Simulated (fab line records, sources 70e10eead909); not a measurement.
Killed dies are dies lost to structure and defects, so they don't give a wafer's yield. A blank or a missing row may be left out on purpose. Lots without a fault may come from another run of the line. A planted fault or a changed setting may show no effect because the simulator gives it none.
Which tool did it? | flow nand_harc | 7 lots, 21 wafers sampled, at 3 steps of a route of 1302

WHAT THE GAUGES READ, wafer by wafer
NHARC_A_SIN_REMOVE_INSPECT_04.
lot  | measured     | on                | raw_defect_count
L340 | day 20 01:10 | defect_inspect-01 | 283 252 315
L344 | day 21 10:21 | defect_inspect-01 | 377 408 324
L346 | day 22 19:42 | defect_inspect-01 | 480 404 527
L348 | day 23 07:47 | defect_inspect-02 | 373 378 449
L352 | day 25 02:28 | defect_inspect-01 | 261 332 373
L355 | day 26 00:13 | defect_inspect-01 | 399 361 463
L358 | day 28 01:34 | defect_inspect-02 | 375 430 373

WHICH TOOL RAN EACH LOT (tool, then ch and the chambers of the sampled wafers, then the start)
lot  | NHARC_A_SGD_CUT_ETCHBACK_24        | NHARC_A_SLIT_ETCH_26
L340 | rie_diel-09 ch 1,3, day 19 06:53   | har_etch-02 ch 0,1, day 19 17:28
L344 | rie_diel-13 ch 0,1, day 20 15:03   | har_etch-02 ch 0,1, day 21 02:16
L346 | rie_diel-09 ch 1,2,3, day 22 01:16 | har_etch-02 ch 0,1, day 22 11:44
L348 | rie_diel-09 ch 0,1,2, day 22 13:35 | har_etch-01 ch 0,1, day 22 23:44
L352 | rie_diel-08 ch 0,2, day 24 06:02   | har_etch-01 ch 0,1, day 24 18:28
L355 | rie_diel-08 ch 0,1,3, day 25 03:35 | har_etch-02 ch 0,1, day 25 16:10
L358 | rie_diel-09 ch 0,1,2, day 27 01:57 | har_etch-02 ch 0,1, day 27 17:28
- NHARC_A_SGD_CUT_ETCHBACK_24: etches the open film in CH3F/O2, target depth 50 nm, time 92.857 s.
- NHARC_A_SLIT_ETCH_26: etches the open film in C4F8/O2/Ar, time 90 s, target depth 400 nm.

THE ANSWER, worked out from the rows above alone
Rule: what is usual is taken from the lots themselves. Put in order of their means at a reading, lots are off if they are a third of the lots or fewer, leave a main group of 4 or more, and stand apart from it by a gap of 3 or more times the standard deviation of the main group's means; of several such gaps the widest counts. A main group whose means are all the same, to the digits that the tables above print for the reading, isn't used. A lot without any number at a reading at which 4 lots or more have one is off too. The other lots that the step has rows for count as sound.
No lot is off at any reading shown: from this, nothing can be told.

WHAT THE SIMULATOR HAD PUT IN
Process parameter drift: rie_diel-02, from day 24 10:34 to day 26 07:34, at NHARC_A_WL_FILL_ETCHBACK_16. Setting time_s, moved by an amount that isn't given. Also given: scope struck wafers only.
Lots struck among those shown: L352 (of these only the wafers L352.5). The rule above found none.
